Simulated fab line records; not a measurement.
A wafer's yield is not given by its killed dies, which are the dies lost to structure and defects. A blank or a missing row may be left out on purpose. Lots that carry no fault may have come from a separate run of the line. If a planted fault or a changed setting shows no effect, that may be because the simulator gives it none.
Which tool is to blame?    flow n5Finfet    Sampling: 12 lots, 36 wafers, 3 of 1938 route steps

WHAT THE GAUGES READ, wafer by wafer
N5_PASSIVATION_OVL_MEAS_63.
lot   measured      on          PAD_OVL (nm)
L817  day 12 13:25  overlay-01  -5 2 3
L818  day 13 09:25  overlay-02  11 1 8
L819  day 13 17:10  overlay-01  2 5 1
L820  day 13 17:37  overlay-02  2 2 -1
L821  day 13 21:50  overlay-01  -9 -8 -8
L822  day 14 06:26  overlay-01  1 11 -1
L824  day 14 14:48  overlay-01  -4 -6 -2
L823  day 15 04:12  overlay-01  0 2 -3
L826  day 15 05:33  overlay-01  -4 0 0
L828  day 15 08:24  overlay-01  -6 -7 -2
L827  day 15 05:23  overlay-01  -2 -9 -4
L836  day 17 17:50  overlay-01  2 -2 -3

WHICH TOOL RAN EACH LOT (tool, then ch and the chambers of the sampled wafers, then the start)
lot   N5_BEOL_M4_ECD_50              N5_PASSIVATION_PRE_CLEAN_19
L817  ecdCu-02 ch 0,1, day 8 15:53   pvdSputter-03, day 12 12:40
L818  ecdCu-02 ch 0,1, day 9 02:02   pvdSputter-01, day 13 08:39
L819  ecdCu-02 ch 0,1, day 9 12:52   pvdSputter-02, day 13 16:23
L820  ecdCu-01 ch 0,1, day 9 13:01   pvdSputter-03, day 13 16:51
L821  ecdCu-02 ch 0, day 9 16:10     pvdSputter-03, day 13 21:03
L822  ecdCu-01 ch 1, day 10 03:56    pvdSputter-01, day 14 05:40
L824  ecdCu-02 ch 0,1, day 10 11:55  pvdSputter-03, day 14 14:02
L823  ecdCu-01 ch 0,1, day 10 19:34  pvdSputter-02, day 15 03:34
L826  ecdCu-02 ch 0,1, day 10 23:05  pvdSputter-01, day 15 04:42
L828  ecdCu-02 ch 0,1, day 11 00:45  pvdSputter-02, day 15 07:44
L827  ecdCu-02 ch 0,1, day 11 08:35  pvdSputter-02, day 15 04:37
L836  ecdCu-01 ch 0,1, day 13 10:50  pvdSputter-02, day 17 17:11
- N5_BEOL_M4_ECD_50: material Cu, target thk 300 nm.
- N5_PASSIVATION_PRE_CLEAN_19

WHAT THE TOOLS THEMSELVES READ (means of the sampled wafers that have a number; where no wafer has one, the mark that the record gives instead)
N5_PASSIVATION_PRE_CLEAN_19.
lot   tool           heaterPowerW (W)
L817  pvdSputter-03  482
L818  pvdSputter-01  509
L819  pvdSputter-02  487
L820  pvdSputter-03  477
L821  pvdSputter-03  474
L822  pvdSputter-01  520
L824  pvdSputter-03  494
L823  pvdSputter-02  444
L826  pvdSputter-01  508
L828  pvdSputter-02  488
L827  pvdSputter-02  483
L836  pvdSputter-02  487

THE ANSWER, worked out from the rows above alone
Rule: the lots themselves supply what counts as usual. Put in order of their means at a reading, lots are off if they are a third of the lots or fewer, leave a main group of 4 or more, and stand apart from it by a gap of 3 or more times the standard deviation of the main group's means; of several such gaps the widest counts. If all means in a main group match to the digits the tables above print for the reading, that group is not used. Also off: a lot with no number at a reading for which 4 or more lots have one. All remaining lots with rows at the step are treated as sound. After the gauges, taken in route order, come the tools' own readings; for these a lot's mean is taken, as printed above. The first step at which some lot is off is used, and at that step the reading that is off furthest; a lot without a number counts as furthest.
No lot is off at any reading shown: from this, nothing can be told.

WHAT HAD BEEN PUT IN BY THE SIMULATOR
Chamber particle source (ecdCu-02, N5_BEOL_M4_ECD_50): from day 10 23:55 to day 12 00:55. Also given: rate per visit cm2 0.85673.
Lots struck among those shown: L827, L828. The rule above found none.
